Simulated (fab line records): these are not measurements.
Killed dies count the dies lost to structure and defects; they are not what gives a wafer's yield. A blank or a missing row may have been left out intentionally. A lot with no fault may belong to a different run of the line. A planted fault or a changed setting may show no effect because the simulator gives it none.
fab line records | flow n5-finfet
record: lots: 5 wafers: 15 last-day: 16
route steps=1938 shown BEOL_M2@891
lots that met no fault: taken from a fault-free run of the same line
start-h: hours from the record's first day to the start of the lot's first wafer shown | wait-h: time in hours since the lot's previous step | " repeats the value in the row above | L1.1+2: a row that stands for several wafers | - value missing, or start not given | * or withheld: withheld | < > ~ a bound
route shown NAME@n: NAME is a module with steps in the file, n the number in the route of the first one | usual: mean/standard deviation of fault-free wafers | same: alike in all rows | chamber/n: place in a boat | sites: each site's reading | _std_site: standard deviation across them | _edge_site: mean of outer sites minus mean of inner sites | radius-mm: how far each site lies from the wafer's centre | mask NAME#n: copy n | behind: tool/chamber where the wafer was last shaped | hold: reason for holding the lot/hours on hold/outcome of the hold | device: which transistor (n, p or np) failed to switch | end of line: the tests these same wafers got at the end of their route | a step with no rows: only its recipe | killed: the dies lost at the first sort to structure and to defects; this is not the yield of the wafer | map: the dies of a wafer, with x for killed, . for not killed, _ for no die there
set.NAME: the run value of the setting; set.NAME@STEP: its run value at that earlier step | model.NAME: the simulator's own value behind a step, which no gauge read
a table for each step, a row for each wafer; lots at some steps of the route
services: a tool's chamber out of use, with start hour (start-h, from the record's first day; less than 0 if before it), hours out, and reason
== steps ==
step: N5_BEOL_M2_ETCH_41
recipe: chemistry: CH3F/O2 target: SiCN target-depth-a: 299 taper-deg: 2 time-s: 52.5 ion-energy-ev: 120 mask-material: TiN pressure-mtorr: 30 source-w: 395 bias-w: 75 Ar_flow_sccm: 150 CH3F_flow_sccm: 30 O2_flow_sccm: 20
usual: drypump-motor-current-A: 5.7/0.47 oes-product-au: 0.79/0.091 rf-vpp-V: 298.0/1.7 showerhead-plenum-p-Torr: 2.03/0.075 throttle-valve-pct: 16.30/0.24
columns lot.wafer tool chamber start-h wait-h drypump-motor-current-A oes-product-au rf-hours-counter-h rf-vpp-V showerhead-plenum-p-Torr throttle-valve-pct
L076.2 rie-diel-06 0 - - 5.9 0.68 223 297.8 1.97 16.66
L076.5 " 3 " " 5.8 0.89 - 299.8 2.13 16.12
L076.6 " 2 " " 5.1 0.73 - 295.8 1.91 16.62
L077.2 rie-diel-02 2 - - 5.9 0.74 183 298.9 2.07 16.23
L077.4 " 0 " " 6.4 0.75 - 297.6 1.99 16.13
L077.5 " 3 " " 5.7 0.68 - 295.9 1.97 16.39
L084.1 rie-diel-05 2 - - 5.5 0.88 22 299.7 2.13 16.15
L084.3 " 0 " " 5.9 0.90 37 297.1 1.95 15.92
L084.6 " 3 " " 4.8 0.69 - 297.5 2.06 16.41
L087.3 rie-diel-06 3 - - 5.8 0.86 53 299.6 2.12 16.14
L087.4 " 2 " " 5.1 0.71 201 296.2 1.90 16.68
L087.5 " 1 " " 5.9 0.95 - 300.5 2.13 16.43
L090.1 rie-diel-05 2 - - 5.5 0.87 32 299.2 2.13 16.14
L090.2 " 0 " " 5.9 0.87 46 296.9 1.95 15.95
L090.6 " 2 " " 5.5 0.86 - 299.7 2.13 16.15
step: N5_BEOL_M2_STRIP_97
recipe: chemistry: N2/H2 time-s: 10 power-w: 450 temp-c: 40 pressure-mtorr: 20 rf-frequency-hz: 6e+07 bias-power-w: 7 n2-flow-sccm: 200 h2-flow-sccm: 200
usual: bias-power-w: 7.001/0.019 drypump-motor-current-A: 5.7/0.47 oes-product-au: 0.79/0.092 rf-vpp-V: 59.2/0.92 showerhead-plenum-p-Torr: 2.58/0.098 throttle-valve-pct: 23.7/0.31
columns lot.wafer tool chamber start-h wait-h bias-power-w drypump-motor-current-A oes-product-au rf-hours-counter-h rf-vpp-V showerhead-plenum-p-Torr throttle-valve-pct
L076.2 rie-diel-06 0 - - 7.018 5.8 0.70 223 57.7 2.51 24.1
L076.5 " 3 " " 6.955 5.7 0.90 - 60.6 2.70 23.6
L076.6 " 2 " " 7.001 5.1 0.73 - 58.3 2.42 24.0
L077.2 rie-diel-02 2 - - 6.984 5.9 0.73 183 58.9 2.63 23.6
L077.4 " 0 " " 7.001 6.4 0.75 - 59.0 2.53 23.3
L077.5 " 3 " " 7.051 5.8 0.69 - 59.8 2.51 23.7
L084.1 rie-diel-05 2 - - 6.993 5.5 0.88 22 59.8 2.71 23.4
L084.3 " 0 " " 6.975 5.9 0.89 37 59.9 2.47 23.4
L084.6 " 3 " " 6.983 4.8 0.68 - 57.3 2.63 23.7
L087.3 rie-diel-06 3 - - 7.011 5.8 0.85 53 60.5 2.69 23.6
L087.4 " 2 " " 7.010 5.1 0.71 202 59.2 2.41 24.0
L087.5 " 1 " " 7.028 5.9 0.94 - 59.7 2.71 24.2
L090.1 rie-diel-05 2 - - 7.007 5.6 0.88 32 61.0 2.70 23.4
L090.2 " 0 " " 6.997 5.9 0.88 46 59.8 2.47 23.4
L090.6 " 2 " " 7.002 5.6 0.87 - 57.9 2.70 23.4
step: N5_BEOL_M2_OCD_MEAS_38
usual: trench-depth-nm: 55.4/0.94
columns lot.wafer tool chamber start-h wait-h trench-depth-nm
L076.2 ocd-02 - 154.71 - 54.8
L076.5 " - " " 56.4
L076.6 " - " " 54.1
L077.2 ocd-02 - 157.83 - 55.1
L077.4 " - " " 56.2
L077.5 " - " " 54.9
L084.1 ocd-01 - 209.91 - 55.9
L084.3 " - " " 56.2
L084.6 " - " " 53.4
L087.3 ocd-01 - 220.21 - 56.6
L087.4 " - " " 54.7
L087.5 " - " " 56.6
L090.1 ocd-01 - 237.67 - 56.1
L090.2 " - " " 56.5
L090.6 " - " " 55.4
step: N5_BEOL_M2_HM_STRIP_39
recipe: chemistry: peroxide-tin-strip material: TiN target-depth-a: 250 temp-c: 50 time-s: 158
columns lot.wafer tool chamber start-h wait-h
L076.2+5+6 wet-bench-06 3,6,7 154.74 0.0
L077.2+4+5 wet-bench-06 7,0,5 157.86 0.0
L084.1+3+6 wet-bench-03 0,4,6 209.94 0.0
L087.3+4+5 wet-bench-06 3,5,4 220.24 0.0
L090.1+2+6 wet-bench-03 4,1,7 237.70 0.0
step: N5_BEOL_M2_SRD_40
recipe: time-s: 30 temp-c: 23 rinse-liquid: diw dry: ipa-marangoni
usual: do-supply-ppb: 10.00/0.087
columns lot.wafer tool chamber start-h wait-h do-supply-ppb
L076.2 wet-bench-06 3 154.79 0.0 10.18
L076.5 " 6 " " 9.90
L076.6 " 7 " " 9.96
L077.2 wet-bench-06 7 157.91 0.0 10.02
L077.4 " 0 " " 10.11
L077.5 " 5 " " 9.99
L084.1 wet-bench-03 0 209.99 0.0 9.95
L084.3 " 4 " " 10.07
L084.6 " 6 " " 10.07
L087.3 wet-bench-06 3 220.28 0.0 9.78
L087.4 " 5 " " 10.01
L087.5 " 4 " " 9.86
L090.1 wet-bench-03 4 237.75 0.0 10.15
L090.2 " 1 " " 10.03
L090.6 " 7 " " 9.95
step: N5_BEOL_M2_PRECLEAN_42
recipe: chemistry: residue-remover time-s: 60 temp-c: 40
columns lot.wafer tool chamber start-h wait-h
L076.2+5+6 wet-bench-06 3,6,7 154.81 0.0
L077.2+4+5 wet-bench-06 7,0,5 157.93 0.0
L084.1+3+6 wet-bench-03 0,4,6 210.01 0.0
L087.3+4+5 wet-bench-06 3,5,4 220.30 0.0
L090.1+2+6 wet-bench-03 4,1,7 237.77 0.0
step: N5_BEOL_M2_SRD_43
recipe: time-s: 30 temp-c: 23 rinse-liquid: diw dry: ipa-marangoni
usual: do-supply-ppb: 10.01/0.098
columns lot.wafer tool chamber start-h wait-h do-supply-ppb
L076.2 wet-bench-06 3 154.82 0.0 10.02
L076.5 " 6 " " 9.95
L076.6 " 7 " " 10.06
L077.2 wet-bench-06 7 157.95 0.0 10.01
L077.4 " 0 " " 10.01
L077.5 " 5 " " 10.04
L084.1 wet-bench-03 0 210.03 0.0 9.90
L084.3 " 4 " " 9.86
L084.6 " 6 " " 10.07
L087.3 wet-bench-06 3 220.32 0.0 9.82
L087.4 " 5 " " 9.95
L087.5 " 4 " " 9.91
L090.1 wet-bench-03 4 237.79 0.0 10.02
L090.2 " 1 " " 10.01
L090.6 " 7 " " 10.02
step: N5_BEOL_M2_CD_MEAS_35
recipe: target-cd-nm: 18 target-cd-y-nm: 22.2 polarity: opening
usual: cd-nm: 18.0/0.32
columns lot.wafer tool chamber start-h wait-h cd-nm
L076.2 cd-sem-01 - 154.87 0.0 17.4
L076.5 " - " " 17.7
L076.6 " - " " 17.5
L077.2 cd-sem-02 - 157.99 0.0 17.6
L077.4 " - " " 18.1
L077.5 " - " " 18.2
L084.1 cd-sem-03 - 210.07 0.0 18.2
L084.3 " - " " 17.8
L084.6 " - " " 17.9
L087.3 cd-sem-01 - 220.36 0.0 17.5
L087.4 " - " " 17.7
L087.5 " - " " 17.9
L090.1 cd-sem-03 - 237.83 0.0 17.7
L090.2 " - " " 18.3
L090.6 " - " " 18.1
step: N5_BEOL_M2_DEGAS_44
recipe: ambient: vacuum temp-c: 250 time-s: 60
usual: heater-power-w: 315/27
columns lot.wafer tool chamber start-h wait-h heater-power-w
L076.2 pvd-sputter-02 - 155.08 0.2 286
L076.5 " - " " 372
L076.6 " - " " 325
L077.2 pvd-sputter-02 - 158.34 0.4 288
L077.4 " - " " 327
L077.5 " - " " 291
L084.1 pvd-sputter-01 - 210.31 0.2 351
L084.3 " - " " 333
L084.6 " - " " 313
L087.3 pvd-sputter-03 - 220.76 0.4 332
L087.4 " - " " 313
L087.5 " - " " 291
L090.1 pvd-sputter-01 - 237.89 0.1 321
L090.2 " - " " 356
L090.6 " - " " 350
step: N5_BEOL_M2_PRE_CLEAN_45
recipe: gas: H2/He time-s: 30 temp-c: 250
usual: heater-power-w: 315/28
columns lot.wafer tool chamber start-h wait-h heater-power-w
L076.2 pvd-sputter-02 - 155.12 0.0 290
L076.5 " - " " 382
L076.6 " - " " 341
L077.2 pvd-sputter-02 - 158.38 0.0 288
L077.4 " - " " 324
L077.5 " - " " 283
L084.1 pvd-sputter-01 - 210.35 0.0 345
L084.3 " - " " 323
L084.6 " - " " 323
L087.3 pvd-sputter-03 - 220.80 0.0 327
L087.4 " - " " 311
L087.5 " - " " 289
L090.1 pvd-sputter-01 - 237.93 0.0 313
L090.2 " - " " 352
L090.6 " - " " 348
step: N5_BEOL_M2_ALD_84
recipe: material: TaN target-thk-a: * temp-c: 275 ald-precursor-family: PDMAT ald-co-reactant: NH3 pressure-torr: 3 carrier-flow-sccm: 1500 pulse-time-s: 2 purge-time-s: 3 co-reactant-purge-time-s: 2 co-reactant-pulse-time-s: 3 ald-cycles: 30 precursor-vessel-temp-c: 75 precursor-vessel-pressure-torr: 26.25 precursor-vessel-carrier-sccm: 1000
usual: heater-power-w: 417/34
columns lot.wafer tool chamber start-h wait-h heater-power-w
L076.2 ald-metal-04 0 155.18 0.0 441
L076.5 " 1 " " 445
L076.6 " 2 " " 448
L077.2 ald-metal-01 2 158.46 0.1 420
L077.4 " 0 " " 482
L077.5 " 1 " " 394
L084.1 ald-metal-01 3 210.48 0.1 360
L084.3 " 2 " " 433
L084.6 " 0 " " 470
L087.3 ald-metal-01 2 220.86 0.0 416
L087.4 " 3 " " 362
L087.5 " 1 " " 395
L090.1 ald-metal-04 3 237.99 0.0 462
L090.2 " 1 " " 443
L090.6 " 1 " " 437
step: N5_BEOL_M2_SURFACE_TREAT_85
recipe: gas: Ar time-s: * ion-energy-ev: * ion-current-ma-cm2: 0.5 pressure-mtorr: * ar-flow-sccm: 30
usual: throttle-valve-pct: *
columns lot.wafer tool chamber start-h wait-h throttle-valve-pct
L076.2 pvd-sputter-01 - 155.41 0.1 *
L076.5 " - " " *
L076.6 " - " " *
L077.2 pvd-sputter-01 - 158.74 0.2 *
L077.4 " - " " *
L077.5 " - " " *
L084.1 pvd-sputter-03 - 210.72 0.1 *
L084.3 " - " " *
L084.6 " - " " *
L087.3 pvd-sputter-01 - 221.12 0.2 *
L087.4 " - " " *
L087.5 " - " " *
L090.1 pvd-sputter-01 - 238.23 0.1 *
L090.2 " - " " *
L090.6 " - " " *
step: N5_BEOL_M2_CVD_47
recipe: material: Co target-thk-a: 30 temp-c: withheld precursor: CCTBA/H2 pressure-torr: 30 time-s: 223.8
columns lot.wafer tool chamber start-h wait-h
L076.2+5+6 cvd-co-01 2,2,1 155.50 0.1
L077.2+4+5 cvd-co-01 0,1,0 158.82 0.1
L084.1+3+6 cvd-co-02 2,0,2 210.84 0.1
L087.3+4+5 cvd-co-02 0,2,1 221.18 0.0
L090.1+2+6 cvd-co-02 1,0,1 238.39 0.1
step: N5_BEOL_M2_SPUTTER_48
recipe: material: Cu target-thk-a: 45 temp-c: -20 chamber-pressure-pa: 0.07 power-w: withheld time-s: 8.29
usual: chuck-gas-flow-sccm: 1.25/0.053 throttle-valve-pct: 30.1/0.79
columns lot.wafer tool chamber start-h wait-h chuck-gas-flow-sccm throttle-valve-pct
L076.2 pvd-sputter-01 - 155.66 0.1 1.22 29.2
L076.5 " - " " 1.15 30.7
L076.6 " - " " 1.23 29.1
L077.2 pvd-sputter-01 - 159.02 0.1 1.30 29.3
L077.4 " - " " 1.26 31.6
L077.5 " - " " 1.33 30.5
L084.1 pvd-sputter-01 - 211.03 0.1 1.26 30.8
L084.3 " - " " 1.19 28.9
L084.6 " - " " 1.31 30.2
L087.3 pvd-sputter-02 - 221.34 0.1 1.30 29.8
L087.4 " - " " 1.36 29.1
L087.5 " - " " 1.30 28.7
L090.1 pvd-sputter-02 - 238.64 0.2 1.28 28.7
L090.2 " - " " 1.21 30.1
L090.6 " - " " 1.24 28.7
step: N5_BEOL_M2_ANNEAL_49
recipe: temp-c: 400 time-s: 240 ambient: vacuum
usual: heater-power-w: 779/67
columns lot.wafer tool chamber start-h wait-h heater-power-w
L076.2 pvd-sputter-01 - 155.74 0.0 666
L076.5 " - " " 802
L076.6 " - " " 678
L077.2 pvd-sputter-01 - 159.10 0.0 657
L077.4 " - " " 779
L077.5 " - " " 815
L084.1 pvd-sputter-01 - 211.11 0.0 822
L084.3 " - " " 687
L084.6 " - " " 880
L087.3 pvd-sputter-02 - 221.42 0.0 799
L087.4 " - " " 835
L087.5 " - " " 844
L090.1 pvd-sputter-02 - 238.72 0.0 947
L090.2 " - " " 786
L090.6 " - " " 823
step: N5_BEOL_M2_SPUTTER_79
recipe: material: Cu target-thk-a: 45 temp-c: -20 chamber-pressure-pa: 0.07 power-w: withheld time-s: 8.29
usual: chuck-gas-flow-sccm: 1.25/0.048 throttle-valve-pct: 30.1/0.77
columns lot.wafer tool chamber start-h wait-h chuck-gas-flow-sccm throttle-valve-pct
L076.2 pvd-sputter-01 - 155.88 0.1 1.30 29.3
L076.5 " - " " 1.26 30.7
L076.6 " - " " 1.15 29.0
L077.2 pvd-sputter-01 - 159.24 0.1 1.23 29.3
L077.4 " - " " 1.30 31.7
L077.5 " - " " 1.23 30.6
L084.1 pvd-sputter-01 - 211.25 0.1 1.28 30.6
L084.3 " - " " 1.26 29.0
L084.6 " - " " 1.29 29.9
L087.3 pvd-sputter-02 - 221.56 0.1 1.30 29.9
L087.4 " - " " 1.28 28.9
L087.5 " - " " 1.35 29.1
L090.1 pvd-sputter-02 - 238.86 0.1 1.24 29.1
L090.2 " - " " 1.24 29.7
L090.6 " - " " 1.23 28.9
step: N5_BEOL_M2_ANNEAL_80
recipe: temp-c: 400 time-s: 240 ambient: vacuum
usual: heater-power-w: 779/66
columns lot.wafer tool chamber start-h wait-h heater-power-w
L076.2 pvd-sputter-01 - 155.96 0.0 680
L076.5 " - " " 811
L076.6 " - " " 680
L077.2 pvd-sputter-01 - 159.32 0.0 679
L077.4 " - " " 791
L077.5 " - " " 798
L084.1 pvd-sputter-01 - 211.33 0.0 831
L084.3 " - " " 679
L084.6 " - " " 870
L087.3 pvd-sputter-02 - 221.64 0.0 822
L087.4 " - " " 827
L087.5 " - " " 834
L090.1 pvd-sputter-02 - 238.94 0.0 931
L090.2 " - " " 797
L090.6 " - " " 843
step: N5_BEOL_M2_SPUTTER_81
recipe: material: Cu target-thk-a: 45 temp-c: -20 chamber-pressure-pa: 0.07 power-w: withheld time-s: 8.29
usual: chuck-gas-flow-sccm: 1.25/0.05 throttle-valve-pct: 30.1/0.8
columns lot.wafer tool chamber start-h wait-h chuck-gas-flow-sccm throttle-valve-pct
L076.2 pvd-sputter-01 - 156.10 0.1 1.25 29.3
L076.5 " - " " 1.25 30.7
L076.6 " - " " 1.24 29.2
L077.2 pvd-sputter-01 - 159.46 0.1 1.25 29.4
L077.4 " - " " 1.25 31.6
L077.5 " - " " 1.34 30.8
L084.1 pvd-sputter-01 - 211.47 0.1 1.19 30.6
L084.3 " - " " 1.27 29.1
L084.6 " - " " 1.29 29.7
L087.3 pvd-sputter-02 - 221.78 0.1 1.33 29.7
L087.4 " - " " 1.28 28.7
L087.5 " - " " 1.35 29.0
L090.1 pvd-sputter-02 - 239.08 0.1 1.17 28.8
L090.2 " - " " 1.29 29.8
L090.6 " - " " 1.28 28.9
step: N5_BEOL_M2_ANNEAL_82
recipe: temp-c: 400 time-s: 240 ambient: vacuum
usual: heater-power-w: 780/66
columns lot.wafer tool chamber start-h wait-h heater-power-w
L076.2 pvd-sputter-01 - 156.18 0.0 695
L076.5 " - " " 814
L076.6 " - " " 680
L077.2 pvd-sputter-01 - 159.54 0.0 684
L077.4 " - " " 797
L077.5 " - " " 802
L084.1 pvd-sputter-01 - 211.55 0.0 810
L084.3 " - " " 669
L084.6 " - " " 891
L087.3 pvd-sputter-02 - 221.86 0.0 801
L087.4 " - " " 852
L087.5 " - " " 828
L090.1 pvd-sputter-02 - 239.16 0.0 948
L090.2 " - " " 808
L090.6 " - " " 845
step: N5_BEOL_M2_SPUTTER_86
recipe: material: Cu target-thk-a: 45 temp-c: -20 chamber-pressure-pa: 0.07 power-w: withheld time-s: 8.29
usual: chuck-gas-flow-sccm: 1.26/0.049 throttle-valve-pct: 30.1/0.76
columns lot.wafer tool chamber start-h wait-h chuck-gas-flow-sccm throttle-valve-pct
L076.2 pvd-sputter-01 - 156.32 0.1 1.30 29.4
L076.5 " - " " 1.27 30.2
L076.6 " - " " 1.23 29.2
L077.2 pvd-sputter-01 - 159.68 0.1 1.28 29.5
L077.4 " - " " 1.25 31.4
L077.5 " - " " 1.31 30.8
L084.1 pvd-sputter-01 - 211.69 0.1 1.25 30.5
L084.3 " - " " 1.23 29.2
L084.6 " - " " 1.38 29.9
L087.3 pvd-sputter-02 - 222.00 0.1 1.17 29.8
L087.4 " - " " 1.30 28.8
L087.5 " - " " 1.33 29.0
L090.1 pvd-sputter-02 - 239.30 0.1 1.24 28.8
L090.2 " - " " 1.30 30.0
L090.6 " - " " 1.26 28.9
step: N5_BEOL_M2_ANNEAL_87
recipe: temp-c: 400 time-s: 240 ambient: vacuum
usual: heater-power-w: 778/67
columns lot.wafer tool chamber start-h wait-h heater-power-w
L076.2 pvd-sputter-01 - 156.40 0.0 662
L076.5 " - " " 793
L076.6 " - " " 672
L077.2 pvd-sputter-01 - 159.76 0.0 662
L077.4 " - " " 780
L077.5 " - " " 811
L084.1 pvd-sputter-01 - 211.77 0.0 817
L084.3 " - " " 694
L084.6 " - " " 867
L087.3 pvd-sputter-02 - 222.08 0.0 777
L087.4 " - " " 821
L087.5 " - " " 822
L090.1 pvd-sputter-02 - 239.38 0.0 953
L090.2 " - " " 810
L090.6 " - " " 837
step: N5_BEOL_M2_SPUTTER_88
recipe: material: Cu target-thk-a: 45 temp-c: -20 chamber-pressure-pa: 0.07 power-w: withheld time-s: 8.29
usual: chuck-gas-flow-sccm: 1.25/0.051 throttle-valve-pct: 30.1/0.78
columns lot.wafer tool chamber start-h wait-h chuck-gas-flow-sccm throttle-valve-pct
L076.2 pvd-sputter-01 - 156.54 0.1 1.22 29.1
L076.5 " - " " 1.19 30.5
L076.6 " - " " 1.16 28.9
L077.2 pvd-sputter-01 - 159.90 0.1 1.23 29.0
L077.4 " - " " 1.24 31.9
L077.5 " - " " 1.26 30.7
L084.1 pvd-sputter-01 - 211.91 0.1 1.41 30.8
L084.3 " - " " 1.35 29.1
L084.6 " - " " 1.23 30.0
L087.3 pvd-sputter-02 - 222.22 0.1 1.28 29.8
L087.4 " - " " 1.29 28.9
L087.5 " - " " 1.22 29.2
L090.1 pvd-sputter-02 - 239.52 0.1 1.27 28.9
L090.2 " - " " 1.26 29.6
L090.6 " - " " 1.40 28.8
step: N5_BEOL_M2_ANNEAL_89
recipe: temp-c: 400 time-s: 240 ambient: vacuum
usual: heater-power-w: 779/68
columns lot.wafer tool chamber start-h wait-h heater-power-w
L076.2 pvd-sputter-01 - 156.62 0.0 682
L076.5 " - " " 831
L076.6 " - " " 674
L077.2 pvd-sputter-01 - 159.98 0.0 689
L077.4 " - " " 817
L077.5 " - " " 803
L084.1 pvd-sputter-01 - 211.99 0.0 815
L084.3 " - " " 680
L084.6 " - " " 868
L087.3 pvd-sputter-02 - 222.30 0.0 789
L087.4 " - " " 823
L087.5 " - " " 826
L090.1 pvd-sputter-02 - 239.60 0.0 914
L090.2 " - " " 806
L090.6 " - " " 801
step: N5_BEOL_M2_SPUTTER_90
recipe: material: Cu target-thk-a: 45 temp-c: -20 chamber-pressure-pa: 0.07 power-w: withheld time-s: 8.29
usual: chuck-gas-flow-sccm: 1.25/0.051 throttle-valve-pct: 30.1/0.79
columns lot.wafer tool chamber start-h wait-h chuck-gas-flow-sccm throttle-valve-pct
L076.2 pvd-sputter-01 - 156.76 0.1 1.27 29.1
L076.5 " - " " 1.30 30.8
L076.6 " - " " 1.27 29.1
L077.2 pvd-sputter-01 - 160.12 0.1 1.23 29.2
L077.4 " - " " 1.22 31.7
L077.5 " - " " 1.14 30.4
L084.1 pvd-sputter-01 - 212.13 0.1 1.23 30.6
L084.3 " - " " 1.23 29.1
L084.6 " - " " 1.29 30.1
L087.3 pvd-sputter-02 - 222.44 0.1 1.28 29.6
L087.4 " - " " 1.22 28.9
L087.5 " - " " 1.34 28.9
L090.1 pvd-sputter-02 - 239.74 0.1 1.33 29.0
L090.2 " - " " 1.26 29.5
L090.6 " - " " 1.33 28.9
step: N5_BEOL_M2_ANNEAL_91
recipe: temp-c: 400 time-s: 240 ambient: vacuum
usual: heater-power-w: 780/67
columns lot.wafer tool chamber start-h wait-h heater-power-w
L076.2 pvd-sputter-01 - 156.84 0.0 701
L076.5 " - " " 813
L076.6 " - " " 670
L077.2 pvd-sputter-01 - 160.20 0.0 659
L077.4 " - " " 790
L077.5 " - " " 828
L084.1 pvd-sputter-01 - 212.21 0.0 799
L084.3 " - " " 668
L084.6 " - " " 885
L087.3 pvd-sputter-02 - 222.52 0.0 807
L087.4 " - " " 838
L087.5 " - " " 807
L090.1 pvd-sputter-02 - 239.82 0.0 948
L090.2 " - " " 797
L090.6 " - " " 830
step: N5_BEOL_M2_SPUTTER_92
recipe: material: Cu target-thk-a: 45 temp-c: -20 chamber-pressure-pa: 0.07 power-w: withheld time-s: 8.29
usual: chuck-gas-flow-sccm: 1.25/0.052 throttle-valve-pct: 30.1/0.77
columns lot.wafer tool chamber start-h wait-h chuck-gas-flow-sccm throttle-valve-pct
L076.2 pvd-sputter-01 - 156.98 0.1 1.27 29.1
L076.5 " - " " 1.17 30.4
L076.6 " - " " 1.27 29.3
L077.2 pvd-sputter-01 - 160.34 0.1 1.27 28.9
L077.4 " - " " 1.33 31.8
L077.5 " - " " 1.24 30.6
L084.1 pvd-sputter-01 - 212.35 0.1 1.26 30.5
L084.3 " - " " 1.27 29.0
L084.6 " - " " 1.31 30.4
L087.3 pvd-sputter-02 - 222.66 0.1 1.38 29.7
L087.4 " - " " 1.24 29.1
L087.5 " - " " 1.31 28.9
L090.1 pvd-sputter-02 - 239.96 0.1 1.19 28.8
L090.2 " - " " 1.19 29.9
L090.6 " - " " 1.33 29.1
step: N5_BEOL_M2_ANNEAL_93
recipe: temp-c: 400 time-s: 240 ambient: vacuum
usual: heater-power-w: 779/67
columns lot.wafer tool chamber start-h wait-h heater-power-w
L076.2 pvd-sputter-01 - 157.06 0.0 682
L076.5 " - " " 832
L076.6 " - " " 670
L077.2 pvd-sputter-01 - 160.42 0.0 664
L077.4 " - " " 771
L077.5 " - " " 796
L084.1 pvd-sputter-01 - 212.43 0.0 792
L084.3 " - " " 682
L084.6 " - " " 865
L087.3 pvd-sputter-02 - 222.74 0.0 783
L087.4 " - " " 838
L087.5 " - " " 799
L090.1 pvd-sputter-02 - 240.04 0.0 948
L090.2 " - " " 786
L090.6 " - " " 842
step: N5_BEOL_M2_SPUTTER_94
recipe: material: Cu target-thk-a: 45 temp-c: -20 chamber-pressure-pa: 0.07 power-w: withheld time-s: 8.29
usual: chuck-gas-flow-sccm: 1.26/0.052 throttle-valve-pct: 30.1/0.81
columns lot.wafer tool chamber start-h wait-h chuck-gas-flow-sccm throttle-valve-pct
L076.2 pvd-sputter-01 - 157.20 0.1 1.29 28.9
L076.5 " - " " 1.19 30.4
L076.6 " - " " 1.23 29.0
L077.2 pvd-sputter-01 - 160.56 0.1 1.26 29.0
L077.4 " - " " 1.26 31.7
L077.5 " - " " 1.32 30.6
L084.1 pvd-sputter-01 - 212.57 0.1 1.28 30.5
L084.3 " - " " 1.21 29.4
L084.6 " - " " 1.31 29.9
L087.3 pvd-sputter-02 - 222.88 0.1 1.26 29.9
L087.4 " - " " 1.25 29.3
L087.5 " - " " 1.29 28.8
L090.1 pvd-sputter-02 - 240.18 0.1 1.25 29.0
L090.2 " - " " 1.33 29.9
L090.6 " - " " 1.22 28.9
step: N5_BEOL_M2_ANNEAL_95
recipe: temp-c: 400 time-s: 240 ambient: vacuum
usual: heater-power-w: 778/65
columns lot.wafer tool chamber start-h wait-h heater-power-w
L076.2 pvd-sputter-01 - 157.28 0.0 689
L076.5 " - " " 819
L076.6 " - " " 667
L077.2 pvd-sputter-01 - 160.64 0.0 675
L077.4 " - " " 768
L077.5 " - " " 825
L084.1 pvd-sputter-01 - 212.65 0.0 831
L084.3 " - " " 676
L084.6 " - " " 863
L087.3 pvd-sputter-02 - 222.96 0.0 804
L087.4 " - " " 836
L087.5 " - " " 832
L090.1 pvd-sputter-02 - 240.26 0.0 925
L090.2 " - " " 804
L090.6 " - " " 823
== services ==
columns tool chamber start-h hours kind
ald-metal-01 - 143.31 0.9 repair
rie-diel-06 1 170.03 - clean
rie-diel-06 1 170.03 - consumable-replace:focus-ring
rie-diel-06 1 170.03 - consumable-replace:showerhead
rie-diel-06 1 170.03 12.2 scheduled-down
rie-diel-06 1 170.03 12.2 vent-cycle
ald-metal-01 - 184.87 0.9 repair
wet-bench-06 - 187.69 1.9 pm
rie-diel-06 0 200.31 15.8 repair
ald-metal-04 2 201.60 33.2 repair
rie-diel-02 3 221.54 - clean
rie-diel-02 3 221.54 - consumable-replace:focus-ring
cvd-co-01 - 228.17 6.0 pm
== key ==
fault none
